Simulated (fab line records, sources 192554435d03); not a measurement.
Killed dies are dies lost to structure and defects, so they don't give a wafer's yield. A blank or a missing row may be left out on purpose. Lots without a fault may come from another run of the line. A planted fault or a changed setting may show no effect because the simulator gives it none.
fab line records | flow n5_finfet
record lots=7 wafers=18 last_day=17
route steps=1938 shown HKMG_FIN@400 BEOL_M4@1111 PASSIVATION@1936
lots that met no fault: from a run of the same line without faults
start_h: hours from the record's first day to the start of the lot's first wafer shown | wait_h: hours since the lot's step before | " the same as in the row above | L1.1+2: a row that stands for several wafers | - no value, or no start given | * or withheld: withheld | < > ~ a bound
route shown NAME@n: a module of which the file shows steps, and the number in the route of the first | usual: mean/standard deviation of fault-free wafers | same: alike in all rows | chamber/n: place in a boat | sites: the reading at each site | _std_site: their standard deviation | _edge_site: outer sites' mean less inner sites' | radius_mm: how far each site lies from the wafer's centre | mask NAME#n: copy n | behind: the tool/chamber that last shaped the wafer | hold: why the lot was held/for how many hours/how that ended | device: the transistor (n, p or np) that didn't switch | end of line: the same wafers' tests at the end of the route | a step without rows: its recipe alone | killed: dies lost to structure and defects at the first sort, not the wafer's yield | map: a wafer's dies, x killed, . not, _ none there
set.NAME: the setting as run; set.NAME@STEP: as run at that earlier step | model.NAME: the simulator's own value behind a step, which no gauge read
lots at some steps of the route; a table a step, a row a wafer
services: from which hour (start_h, from the record's first day; less than 0 if before it) a tool's chamber was out of use, for how many hours, and why
## steps
# step N5_HKMG_FIN_INSPECT_61
# recipe mode=adi inspect_instrument=macro
# usual raw_defect_count=2.2/1.7
# columns lot.wafer tool chamber start_h wait_h raw_defect_count
L564.1 defect_inspect-01 - 83.71 0.0 1
L564.5 " - " " 0
L564.6 " - " " 4
L568.1 defect_inspect-02 - 108.12 0.0 1
L568.5 " - " " 0
L570.3 defect_inspect-01 - 120.41 0.0 5
L570.6 " - " " 1
L573.1 defect_inspect-02 - 142.09 0.0 4
L573.2 " - " " 0
L573.6 " - " " 2
L574.3 defect_inspect-02 - 146.00 0.0 0
L574.6 " - " " 2
L582.2 defect_inspect-01 - 196.77 0.0 5
L582.3 " - " " 1
L582.6 " - " " 1
L585.3 defect_inspect-02 - 212.55 0.0 0
L585.4 " - " " 1
L585.6 " - " " 1
# step N5_HKMG_FIN_DESCUM_53
# recipe chemistry=O2 time_s=7.9 source_power_w=50 bias_power_w=20 pressure_mtorr=20 rf_frequency_hz=2.712e+07 temp_c=40 resist=CAR-ArF o2_flow_sccm=225
# usual drypump_motor_current_A=5.5/0.49 oes_product_au=0.78/0.074 rf_vpp_V=242.9/1.5 showerhead_plenum_p_Torr=2.08/0.078 throttle_valve_pct=20.46/0.2
# columns lot.wafer tool chamber start_h wait_h drypump_motor_current_A oes_product_au rf_hours_counter_h rf_vpp_V showerhead_plenum_p_Torr throttle_valve_pct
L564.1 rie_diel-04 3 83.77 0.1 5.1 0.80 94 244.4 2.10 20.49
L564.5 " 3 " " 5.0 0.79 - 244.1 2.10 20.50
L564.6 " 1 " " 5.8 0.78 - 242.4 2.00 20.20
L568.1 rie_diel-04 2 108.15 0.0 6.3 0.90 34 241.4 2.06 20.64
L568.5 " 0 " " 5.7 0.70 - 244.8 2.15 20.30
L570.3 rie_diel-06 0 120.66 0.2 4.8 0.77 133 240.9 2.01 20.31
L570.6 " 3 " " 4.9 0.68 - 240.1 1.98 20.69
L573.1 rie_diel-05 1 142.12 0.0 5.2 0.91 25 241.8 2.03 20.13
L573.2 " 2 " " 5.4 0.90 36 245.2 2.22 20.18
L573.6 " 2 " " 5.4 0.90 - 244.5 2.22 20.17
L574.3 rie_diel-04 1 146.03 0.0 5.8 0.75 168 242.0 1.99 20.22
L574.6 " 1 " " 5.8 0.75 - 241.1 1.99 20.21
L582.2 rie_diel-05 3 196.81 0.0 6.4 0.67 239 239.7 1.97 20.46
L582.3 " 0 " " 5.9 0.76 128 245.5 2.19 20.69
L582.6 " 0 " " 5.9 0.77 - 245.1 2.19 20.68
L585.3 rie_diel-06 1 212.58 0.0 5.6 0.73 198 244.2 2.08 20.82
L585.4 " 3 " " 4.8 0.95 13 245.5 2.23 20.43
L585.6 " 0 " " 4.8 0.75 - 242.9 2.00 20.37
# step N5_HKMG_FIN_ETCH_54
# recipe chemistry=CF4 target=SiARC target_depth_a=455 mask_material=CAR-ArF time_s=75.8 ion_energy_ev=80 pressure_mtorr=40 source_w=545 bias_w=36 Ar_flow_sccm=100 cf4_flow_sccm=100 ends=cleared
# usual drypump_motor_current_A=5.5/0.49 etch_rf_on_time_s=75.6/2 oes_product_au=0.67/0.061 rf_vpp_V=183.9/1.1 showerhead_plenum_p_Torr=2.13/0.074 throttle_valve_pct=15.67/0.2
# columns lot.wafer tool chamber start_h wait_h drypump_motor_current_A etch_rf_on_time_s oes_product_au rf_hours_counter_h rf_vpp_V showerhead_plenum_p_Torr throttle_valve_pct
L564.1 rie_diel-04 3 83.81 0.0 5.1 74.1 0.69 94 183.0 2.16 15.70
L564.5 " 3 " " 5.1 73.8 0.69 - 183.9 2.16 15.68
L564.6 " 1 " " 5.8 76.7 0.66 - 182.3 2.05 15.39
L568.1 rie_diel-04 2 108.19 0.0 6.3 74.6 0.75 34 184.2 2.10 15.71
L568.5 " 0 " " 5.7 78.7 0.60 - 184.8 2.21 15.60
L570.3 rie_diel-06 0 120.70 0.0 4.8 75.9 0.67 133 182.9 2.07 15.59
L570.6 " 3 " " 4.8 76.1 0.59 - 181.4 2.03 15.88
L573.1 rie_diel-05 1 142.16 0.0 5.1 75.5 0.78 25 183.9 2.11 15.46
L573.2 " 2 " " 5.4 78.2 0.76 36 185.6 2.25 15.27
L573.6 " 2 " " 5.4 78.0 0.75 - 185.6 2.25 15.28
L574.3 rie_diel-04 1 146.07 0.0 5.8 77.0 0.64 168 182.3 2.04 15.44
L574.6 " 1 " " 5.9 76.7 0.63 - 183.7 2.04 15.46
L582.2 rie_diel-05 3 196.84 0.0 6.4 78.2 0.58 239 184.3 2.03 15.75
L582.3 " 0 " " 5.9 73.7 0.65 128 185.1 2.25 15.95
L582.6 " 0 " " 5.9 73.1 0.65 - 184.5 2.25 15.95
L585.3 rie_diel-06 1 212.61 0.0 5.6 72.8 0.63 198 182.0 2.13 15.99
L585.4 " 3 " " 4.9 71.7 0.83 13 186.3 2.27 15.47
L585.6 " 0 " " 4.8 74.7 0.64 - 182.9 2.06 15.67
# step N5_HKMG_FIN_ETCH_55
# recipe chemistry=N2/H2 target=SOC target_depth_a=2400 temp_c=40 time_s=300 ion_energy_ev=200 mask_material=SiARC pressure_mtorr=30 source_w=840 bias_w=150 n2_flow_sccm=200 h2_flow_sccm=200
# usual drypump_motor_current_A=5.5/0.48 oes_product_au=0.77/0.071 rf_vpp_V=523.4/2.7 showerhead_plenum_p_Torr=2.53/0.098 throttle_valve_pct=17.92/0.2
# columns lot.wafer tool chamber start_h wait_h drypump_motor_current_A oes_product_au rf_hours_counter_h rf_vpp_V showerhead_plenum_p_Torr throttle_valve_pct
L564.1 rie_diel-04 3 83.86 0.0 5.1 0.81 94 525.5 2.56 17.84
L564.5 " 3 " " 5.1 0.80 - 525.5 2.56 17.85
L564.6 " 1 " " 5.9 0.76 - 521.3 2.45 17.75
L568.1 rie_diel-04 2 108.24 0.0 6.3 0.90 34 522.2 2.49 17.91
L568.5 " 0 " " 5.7 0.70 - 526.0 2.64 18.02
L570.3 rie_diel-06 0 120.75 0.0 4.8 0.77 133 520.4 2.43 17.64
L570.6 " 3 " " 4.8 0.70 - 519.5 2.40 18.23
L573.1 rie_diel-05 1 142.22 0.0 5.1 0.90 25 521.1 2.48 17.63
L573.2 " 2 " " 5.4 0.87 36 527.6 2.72 17.72
L573.6 " 2 " " 5.4 0.88 - 528.3 2.72 17.69
L574.3 rie_diel-04 1 146.12 0.0 5.9 0.75 169 520.9 2.44 17.80
L574.6 " 1 " " 5.9 0.74 - 521.7 2.44 17.82
L582.2 rie_diel-05 3 196.90 0.0 6.4 0.67 239 520.0 2.39 17.91
L582.3 " 0 " " 5.9 0.77 128 526.3 2.65 18.04
L582.6 " 0 " " 5.9 0.77 - 526.7 2.65 18.03
L585.3 rie_diel-06 1 212.67 0.0 5.6 0.74 198 524.0 2.52 18.30
L585.4 " 3 " " 4.9 0.97 13 529.8 2.71 17.90
L585.6 " 0 " " 4.8 0.74 - 522.1 2.42 17.71
# step N5_HKMG_FIN_STRIP_56
# recipe chemistry=N2/H2 temp_c=40 n2_flow_sccm=200 h2_flow_sccm=200 rf_frequency_hz=6e+07
# step N5_HKMG_FIN_STRIP_57
# recipe chemistry=CF4 resist=SiARC power_w=300 bias_power_w=75 pressure_mtorr=50 cf4_flow_sccm=150 rf_frequency_hz=6e+07
# step N5_HKMG_FIN_ETCH_58
# recipe chemistry=N2/H2 target=SOC target_depth_a=2158 ion_energy_ev=50 bias_w=13 time_s=741 pressure_mtorr=30 source_w=875 n2_flow_sccm=200 h2_flow_sccm=200
# usual drypump_motor_current_A=5.5/0.48 oes_product_au=0.77/0.07 rf_vpp_V=99.1/1 showerhead_plenum_p_Torr=2.53/0.098 throttle_valve_pct=17.88/0.2
# columns lot.wafer tool chamber start_h wait_h drypump_motor_current_A oes_product_au rf_hours_counter_h rf_vpp_V showerhead_plenum_p_Torr throttle_valve_pct
L564.1 rie_diel-04 3 84.07 0.0 5.1 0.80 95 99.5 2.56 17.81
L564.5 " 3 " " 5.1 0.81 - 98.6 2.56 17.79
L564.6 " 1 " " 5.9 0.77 - 98.1 2.45 17.73
L568.1 rie_diel-04 2 108.45 0.0 6.3 0.90 34 97.6 2.49 17.89
L568.5 " 0 " " 5.7 0.70 - 100.0 2.64 17.95
L570.3 rie_diel-06 0 120.96 0.0 4.8 0.77 133 98.3 2.43 17.58
L570.6 " 3 " " 4.9 0.69 - 97.8 2.40 18.20
L573.1 rie_diel-05 1 142.43 0.0 5.1 0.91 25 98.9 2.48 17.61
L573.2 " 2 " " 5.4 0.87 36 99.6 2.72 17.65
L573.6 " 2 " " 5.4 0.87 - 99.7 2.72 17.67
L574.3 rie_diel-04 1 146.33 0.0 5.9 0.74 169 99.3 2.44 17.76
L574.6 " 1 " " 5.8 0.75 - 99.3 2.44 17.75
L582.2 rie_diel-05 3 197.11 0.0 6.4 0.67 239 98.7 2.39 17.89
L582.3 " 0 " " 5.9 0.77 128 99.6 2.65 17.97
L582.6 " 0 " " 5.9 0.77 - 99.8 2.65 18.00
L585.3 rie_diel-06 1 212.88 0.0 5.6 0.73 198 98.4 2.52 18.25
L585.4 " 3 " " 4.9 0.96 13 99.6 2.72 17.86
L585.6 " 0 " " 4.8 0.74 - 97.7 2.42 17.64
# step N5_HKMG_FIN_STRIP_93
# recipe chemistry=N2/H2 material=SOC time_s=20 power_w=500 temp_c=40 pressure_mtorr=50 rf_frequency_hz=6e+07 bias_power_w=8 h2_frac=0.5 n2_flow_sccm=300 h2_flow_sccm=300
# step N5_HKMG_FIN_WET_ETCH_76
# recipe chemistry=dNH4OH mix=1:50 temp_c=25 target=Al2O3 stop_on=La2O3 target_depth_nm=2.25 dry=ipa_marangoni rinse_time_s=30 rinse_temp_c=23
# step N5_HKMG_FIN_STRIP_60
# recipe chemistry=N2/H2 power_w=2500 temp_c=300 h2_frac=0.65 time_s=360 pressure_mtorr=withheld n2_flow_sccm=1750 h2_flow_sccm=3250
# usual drypump_motor_current_A=6.0/0.38 heater_power_w=517/26
# columns lot.wafer tool chamber start_h wait_h drypump_motor_current_A heater_power_w rf_hours_counter_h
L564.1 plasma_asher-01 0 84.65 0.0 5.8 497 103
L564.5 " 1 " " 5.9 566 -
L564.6 " 0 " " 5.8 500 -
L568.1 plasma_asher-02 1 109.07 0.0 6.7 516 31
L568.5 " 1 " " 6.7 520 -
L570.3 plasma_asher-02 0 121.67 0.2 5.7 505 -
L570.6 " 1 " " 6.7 510 -
L573.1 plasma_asher-02 1 143.00 0.0 6.7 519 35
L573.2 " 0 " " 5.7 482 35
L573.6 " 0 " " 5.7 492 -
L574.3 plasma_asher-01 0 147.03 0.1 5.8 499 -
L574.6 " 1 " " 5.8 544 -
L582.2 plasma_asher-01 1 197.72 0.0 5.9 552 128
L582.3 " 0 " " 5.8 500 -
L582.6 " 0 " " 5.8 497 -
L585.3 plasma_asher-01 1 213.62 0.1 5.9 550 -
L585.4 " 0 " " 5.8 496 -
L585.6 " 1 " " 5.9 552 -
# step N5_HKMG_FIN_WET_ETCH_77
# recipe chemistry=dHCl mix=1:10000 temp_c=25 target=La2O3 stop_on=HfO2 target_depth_nm=2
# step N5_HKMG_FIN_WET_ETCH_78
# recipe chemistry=dNH4OH mix=1:50 temp_c=25 target=Al2O3 stop_on=La2O3 target_depth_nm=4.5 dry=ipa_marangoni rinse_time_s=30 rinse_temp_c=23
# step N5_HKMG_FIN_ALD_79
# recipe material=TiN target_thk_a=15 temp_c=400 ald_precursor_family=TiCl4 ald_co_reactant=NH3 pulse_time_s=1 purge_time_s=3 co_reactant_purge_time_s=2 co_reactant_pulse_time_s=2 ald_cycles=68 pressure_torr=3
# usual ald_cycles=68/0 heater_power_w=910/95 precursor_pulse_height_rel=1.001/0.018
# columns lot.wafer tool chamber start_h wait_h ald_cycles heater_power_w precursor_pulse_height_rel since_wet_clean_h model.TiN_of_HKMG_FIN_ALD_79.thk_nm
L564.1 ald_metal-02 2 85.14 0.0 68 928 1.003 1286 1.6
L564.5 " 1 " " 68 774 0.969 - 1.6
L564.6 " 0 " " 68 958 0.996 - 1.6
L568.1 ald_metal-01 1 109.56 0.0 68 974 1.020 2849 1.6
L568.5 " 0 " " 89 873 0.989 - 2
L570.3 ald_metal-01 2 122.04 0.0 89 787 1.007 2862 2
L570.6 " 2 " " 68 825 1.013 - 1.4
L573.1 ald_metal-04 1 143.49 0.0 68 1000 0.999 5960 1.4
L573.2 " 0 " " 68 1056 1.025 5960 1.4
L573.6 " 1 " " 68 985 1.015 - 1.4
L574.3 ald_metal-01 0 147.40 0.0 89 874 1.001 2887 2
L574.6 " 0 " " 68 873 0.989 - 1.4
L582.2 ald_metal-04 2 198.21 0.0 68 974 0.988 6015 1.4
L582.3 " 1 " " 68 993 1.003 6015 1.4
L582.6 " 3 " " 68 729 0.982 - 1.4
L585.3 ald_metal-01 2 214.05 0.0 68 809 0.971 2954 1.6
L585.4 " 0 " " 68 857 0.989 2954 1.4
L585.6 " 2 " " 68 803 0.989 - 1.6
# step N5_HKMG_FIN_CVD_62
# recipe material=a-Si target_thk_a=30 temp_c=500 precursor=Si2H6 pressure_torr=1 time_s=20.8
# step N5_BEOL_M4_RC_MEAS_101
# usual DIBL_N=36.2/1.7 DIBL_P=36.6/1.9 IOFF_N=0.16/0.032 IOFF_P=0.21/0.037 ION_N=675/12 ION_P=460/8.1 SS_N=71.4/0.58 SS_P=73.4/0.64 VT_N=249/3.2 VT_P=-252/3.4
# columns lot.wafer tool chamber start_h wait_h DIBL_N[mV/V] DIBL_P[mV/V] IOFF_N[nA/um] IOFF_P[nA/um] ION_N[uA/um] ION_P[uA/um] SS_N[mV/dec] SS_P[mV/dec] VT_N[mV] VT_P[mV]
L564.1 prober-01 0 178.28 0.0 37.4 37.4 0.17 0.24 686 473 71.9 73.6 250 -249
L564.5 " 0 " " 37.5 38.0 0.19 0.25 680 467 71.8 73.3 250 -246
L564.6 " 0 " " 39.0 38.8 0.21 0.27 681 465 72.2 74.1 247 -247
L568.1 prober-02 0 200.09 0.0 35.7 35.5 0.16 0.20 666 455 71.5 73.1 248 -252
L568.5 " 0 " " 35.9 36.4 0.17 0.22 693 471 71.6 73.2 245 -250
L570.3 prober-01 0 203.41 0.3 37.5 36.5 0.21 0.24 686 466 71.5 73.7 245 -250
L570.6 " 0 " " 38.0 38.5 0.23 0.28 685 469 71.1 74.2 241 -242
L574.3 prober-02 0 242.34 0.3 35.8 35.1 0.15 0.18 661 447 72.1 72.9 251 -252
L574.6 " 0 " " 34.0 32.7 0.13 0.15 658 446 71.6 72.6 254 -256
L573.1 prober-01 0 242.51 0.0 34.4 36.2 0.14 0.21 680 466 70.6 74.1 254 -249
L573.2 " 0 " " 33.2 33.8 0.12 0.18 649 453 70.7 73.1 255 -251
L573.6 " 0 " " 35.7 37.1 0.17 0.24 676 466 71.3 74.1 249 -248
L582.2 prober-02 0 286.90 0.2 37.7 36.5 0.15 0.19 678 461 71.2 72.9 251 -253
L582.3 " 0 " " 38.1 37.4 0.17 0.21 688 467 72.7 72.7 248 -253
L582.6 " 0 " " 36.9 35.3 0.13 0.17 648 448 71.7 72.6 256 -257
L585.3 prober-02 0 297.06 0.3 36.4 34.8 0.15 0.19 673 466 70.6 72.9 248 -252
L585.4 " 0 " " 38.6 37.5 0.19 0.24 688 468 71.2 73.2 247 -250
L585.6 " 0 " " 36.1 33.7 0.14 0.18 656 456 70.8 72.0 253 -254
# step N5_PASSIVATION_PROBE_49
# usual defect_limited_yield=91.3/1.5 killed_at_M0_to_M3=35/10 killed_at_M4_up=12/4.6 killed_at_contacts=13/6.6 killed_at_front_end=39/11 killed_at_other=4/3.4 killed_dies=103/17 killed_open=67/13 killed_short=35/8.2 sort_bin_5_function=5.1/0.94 sort_bin_6_memory=3.2/0.7 sort_n_pass=1077/17 sort_yield_pct=91.3/1.5
# same gross_dies=1180 killed_at_back_side=0 sort_bin_4_leakage[%]=0 sort_bin_8_speed[%]=0
# columns lot.wafer tool chamber start_h wait_h defect_limited_yield[%] killed_at_M0_to_M3 killed_at_M4_up killed_at_contacts killed_at_front_end killed_at_other killed_dies killed_open killed_short sort_bin_5_function[%] sort_bin_6_memory[%] sort_n_pass sort_yield_pct[%]
L568.1 prober-01 - 303.15 0.0 87.4 47 11 35 50 6 149 100 49 6.9 5.3 1031 87.4
L568.5 prober-01 - 303.35 0.2 89.7 39 13 11 58 1 122 74 42 5.3 4.2 1058 89.7
# killed by level:class
L568.1 MOL_CONTACT_COAG:geometric_particle:open=27 BEOL_M1:geometric_particle:open=10 GATE_CUT:geometric_particle:short=9 FIN_SAQP:geometric_particle:open=8 GATE_CUT:geometric_particle:open=8 MOL_CONTACT_COAG:geometric_particle:short=8 STI_FIN_REVEAL:geometric_particle:open=7 BEOL_M0_SAQP:geometric_particle:open=7
L568.5 FIN_SAQP:geometric_particle:open=12 FIN_SAQP:geometric_particle:short=10 BEOL_M3:geometric_particle:open=8 STI_FIN_REVEAL:geometric_particle:open=7 MOL_CONTACT_COAG:geometric_particle:open=7 BEOL_M0:geometric_particle:open=7 BEOL_M1:geometric_particle:open=7 HKMG_FIN:area_etch=6
## services
# columns tool chamber start_h hours kind
rie_diel-04 3 62.88 3.4 repair
rie_diel-04 2 65.04 4.3 repair
ald_metal-01 3 69.53 5.4 repair
rie_diel-05 3 70.68 31.9 repair
plasma_asher-02 - 75.13 2.3 repair
plasma_asher-02 - 127.36 15.6 pm
ald_metal-04 - 139.48 1.1 repair
rie_diel-06 3 149.23 - clean
rie_diel-06 3 149.23 - consumable_replace:focus_ring
rie_diel-06 3 149.23 - consumable_replace:showerhead
rie_diel-06 3 149.23 23.9 scheduled_down
rie_diel-06 3 149.23 23.9 vent_cycle
ald_metal-04 - 160.37 0.2 repair
rie_diel-04 - 164.74 4.3 pm
ald_metal-02 - 169.20 0.7 repair
plasma_asher-02 - 169.49 2.8 pm
ald_metal-04 1 170.41 27.5 repair
ald_metal-01 1 202.78 8.2 repair
plasma_asher-01 - 206.19 1.9 repair
rie_diel-04 - 212.56 0.5 repair
rie_diel-05 0 213.29 4.7 repair
## key
first_sign step=N5_HKMG_FIN_ALD_79 reading=ald_cycles direction=up sigmas=99+ usual=* struck=*
effect none on later readings
model_effect step=N5_HKMG_FIN_ALD_79 value=TiN_of_HKMG_FIN_ALD_79.thk_nm without=1.467 struck=2
met_at N5_HKMG_FIN_ALD_79
struck_wafers L568.5,L570.3,L574.3
fault kind=process_parameter_drift tool=ald_metal-01 chamber=- onset_h=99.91 steps=N5_HKMG_FIN_ALD_79 channel=ald_cycles offset=* shape=step end_h=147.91 scope=struck_wafers_only acts_in=* stated=*
